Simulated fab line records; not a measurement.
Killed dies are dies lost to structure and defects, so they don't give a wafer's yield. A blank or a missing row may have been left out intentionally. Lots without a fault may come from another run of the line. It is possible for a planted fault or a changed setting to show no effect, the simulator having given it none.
Commonality check across tools | flow nand-harc | 36 wafers sampled across 12 lots

WHAT PROMPTED THE OPENING
At NHARC_A_M1_THK_MEAS_24 the reading thk-nm is flagged on 3 of 12 lots. Fault-free wafers read 154.0 nm, with a standard deviation of 1.4.
Rule: a lot is flagged when every wafer of it that has a number lies more than 4 standard deviations from that mean, or none has a number. As for the other lots, they are considered sound.

lot  | measured     | on            | thk-nm (nm), wafer by wafer | flag
L863 | day 18 03:49 | film-metro-01 | 153.0 153.7 154.3           |
L865 | day 18 11:33 | film-metro-02 | 153.9 152.1 154.7           |
L864 | day 18 12:58 | film-metro-02 | 29.9 29.2 29.3              | FLAGGED
L866 | day 19 02:37 | film-metro-02 | 30.4 27.9 29.7              | FLAGGED
L867 | day 19 11:22 | film-metro-02 | 30.8 27.5 31.1              | FLAGGED
L871 | day 20 05:19 | film-metro-01 | 152.9 153.3 153.5           |
L872 | day 20 20:41 | film-metro-01 | 150.7 152.1 151.5           |
L876 | day 21 12:16 | film-metro-01 | 153.9 152.4 153.0           |
L875 | day 21 14:59 | film-metro-01 | 154.4 152.5 154.8           |
L874 | day 21 21:38 | film-metro-01 | 154.8 155.0 153.6           |
L878 | day 22 10:00 | film-metro-02 | 153.9 152.1 153.5           |
L883 | day 23 08:01 | film-metro-01 | 153.1 153.7 150.8           |
The numbers of the flagged lots are 29.5 nm on average: -124.5 nm against the usual, or -89 standard deviations.

WHICH TOOL EACH LOT WENT THROUGH
Before the reading, the record contains 4 process steps out of a 1159-step route. Each cell gives the tool, then ch followed by the chambers the sampled wafers passed through, then the start.
lot  | flag    | NHARC_A_M1_DESCUM_14               | NHARC_A_M1_PRE_CLEAN_30                 | NHARC_A_M1_ECD_22              | NHARC_A_M1_CMP_23
L863 |         | rie-diel-08 ch 1,2,3, day 18 01:25 | pvd-sputter-03, day 18 02:52 or earlier | ecd-cu-02 ch 0,1, day 18 02:52 | cmp-01 ch 0,3, day 18 03:31
L865 |         | rie-diel-01 ch 2,3, day 18 09:07   | pvd-sputter-02, day 18 10:37 or earlier | ecd-cu-01 ch 0,1, day 18 10:37 | cmp-02 ch 0,1,2, day 18 11:17
L864 | FLAGGED | rie-diel-13 ch 1,3, day 18 10:30   | pvd-sputter-02, day 18 11:58 or earlier | ecd-cu-01 ch 0,1, day 18 11:58 | cmp-01 ch 2,3, day 18 12:39
L866 | FLAGGED | rie-diel-13 ch 1,2, day 19 00:06   | pvd-sputter-02, day 19 01:39 or earlier | ecd-cu-01 ch 0,1, day 19 01:39 | cmp-04 ch 0,2, day 19 02:20
L867 | FLAGGED | rie-diel-08 ch 0,3, day 19 08:56   | pvd-sputter-01, day 19 10:19 or earlier | ecd-cu-01 ch 0, day 19 10:19   | cmp-04 ch 0,2,3, day 19 11:04
L871 |         | rie-diel-08 ch 2,3, day 20 02:53   | pvd-sputter-01, day 20 04:20 or earlier | ecd-cu-01 ch 0,1, day 20 04:20 | cmp-01 ch 0,1, day 20 05:02
L872 |         | rie-diel-08 ch 1,2, day 20 17:52   | pvd-sputter-01, day 20 19:32 or earlier | ecd-cu-02 ch 0,1, day 20 19:32 | cmp-04 ch 0,1,2, day 20 20:27
L876 |         | rie-diel-13 ch 2,3, day 21 09:52   | pvd-sputter-01, day 21 11:14 or earlier | ecd-cu-01 ch 0,1, day 21 11:14 | cmp-01 ch 1,2,3, day 21 11:58
L875 |         | rie-diel-13 ch 0,1,2, day 21 12:34 | pvd-sputter-01, day 21 14:01 or earlier | ecd-cu-01 ch 0,1, day 21 14:01 | cmp-02 ch 1,3, day 21 14:41
L874 |         | rie-diel-08 ch 0,1,2, day 21 19:13 | pvd-sputter-01, day 21 20:36 or earlier | ecd-cu-02 ch 0,1, day 21 20:36 | cmp-04 ch 0,1,3, day 21 21:20
L878 |         | rie-diel-08 ch 0,1,2, day 22 07:33 | pvd-sputter-02, day 22 09:04 or earlier | ecd-cu-02 ch 0,1, day 22 09:04 | cmp-04 ch 1,2,3, day 22 09:41
L883 |         | rie-diel-01 ch 2,3, day 23 05:07   | pvd-sputter-02, day 23 07:04 or earlier | ecd-cu-01 ch 0,1, day 23 07:04 | cmp-04 ch 0,1, day 23 07:41
What these steps do:
- NHARC_A_M1_DESCUM_14: chemistry O2, time 3 s.
- NHARC_A_M1_PRE_CLEAN_30: time 30 s.
- NHARC_A_M1_ECD_22: material Cu, target thk 400 nm.
- NHARC_A_M1_CMP_23: polishes, t overpolish 20 s, target thk 154.34 nm.
- NHARC_A_M1_THK_MEAS_24: measures by xrf.

FLAGGED OVER TOTAL, TOOL BY TOOL (the gauges that took the reading come last)
step                    | tool           | lots run | flagged | share of the flagged lots | sound lots run after its first flagged lot
NHARC_A_M1_DESCUM_14    | rie-diel-01    | 2        | 0       | none                      | -
NHARC_A_M1_DESCUM_14    | rie-diel-08    | 6        | 1       | some                      | 4 (L871,L872,L874,L878)
NHARC_A_M1_DESCUM_14    | rie-diel-13    | 4        | 2       | some                      | 2 (L876,L875)
NHARC_A_M1_PRE_CLEAN_30 | pvd-sputter-01 | 6        | 1       | some                      | 5 (L871,L872,L876,L875,L874)
NHARC_A_M1_PRE_CLEAN_30 | pvd-sputter-02 | 5        | 2       | some                      | 2 (L878,L883)
NHARC_A_M1_PRE_CLEAN_30 | pvd-sputter-03 | 1        | 0       | none                      | -
NHARC_A_M1_ECD_22       | ecd-cu-01      | 8        | 3       | all                       | 4 (L871,L876,L875,L883)
NHARC_A_M1_ECD_22       | ecd-cu-02      | 4        | 0       | none                      | -
NHARC_A_M1_CMP_23       | cmp-01         | 4        | 1       | some                      | 2 (L871,L876)
NHARC_A_M1_CMP_23       | cmp-02         | 2        | 0       | none                      | -
NHARC_A_M1_CMP_23       | cmp-04         | 6        | 2       | some                      | 4 (L872,L874,L878,L883)
NHARC_A_M1_THK_MEAS_24  | film-metro-01  | 7        | 0       | none                      | -
NHARC_A_M1_THK_MEAS_24  | film-metro-02  | 5        | 3       | all                       | 1 (L878)
NHARC_A_M1_PRE_CLEAN_30: start missing for some lots; hours and lot order therefore follow NHARC_A_M1_ECD_22.

WHAT THE TABLE ALLOWS
2 rows of the table ran every flagged lot: ecd-cu-01 at NHARC_A_M1_ECD_22, film-metro-02 at NHARC_A_M1_THK_MEAS_24.
- ecd-cu-01 at NHARC_A_M1_ECD_22 ran 8 lots, 3 of them flagged. After the first flagged lot (L871, L876, L875, L883), sound lots still ran on it; a lasting fault on the whole tool would not permit that. On the flagged lots its readings are blank where sound lots have values: bath-heat-duty-pct, bath-temp-c.
- film-metro-02 at NHARC_A_M1_THK_MEAS_24 ran 5 lots, 3 of them flagged. After the first flagged lot (L878), sound lots still ran on it; a lasting fault on the whole tool would not permit that.
Not one row of the table ran every flagged lot while running no sound lot after the first.

WHAT HAD BEEN PUT IN BY THE SIMULATOR
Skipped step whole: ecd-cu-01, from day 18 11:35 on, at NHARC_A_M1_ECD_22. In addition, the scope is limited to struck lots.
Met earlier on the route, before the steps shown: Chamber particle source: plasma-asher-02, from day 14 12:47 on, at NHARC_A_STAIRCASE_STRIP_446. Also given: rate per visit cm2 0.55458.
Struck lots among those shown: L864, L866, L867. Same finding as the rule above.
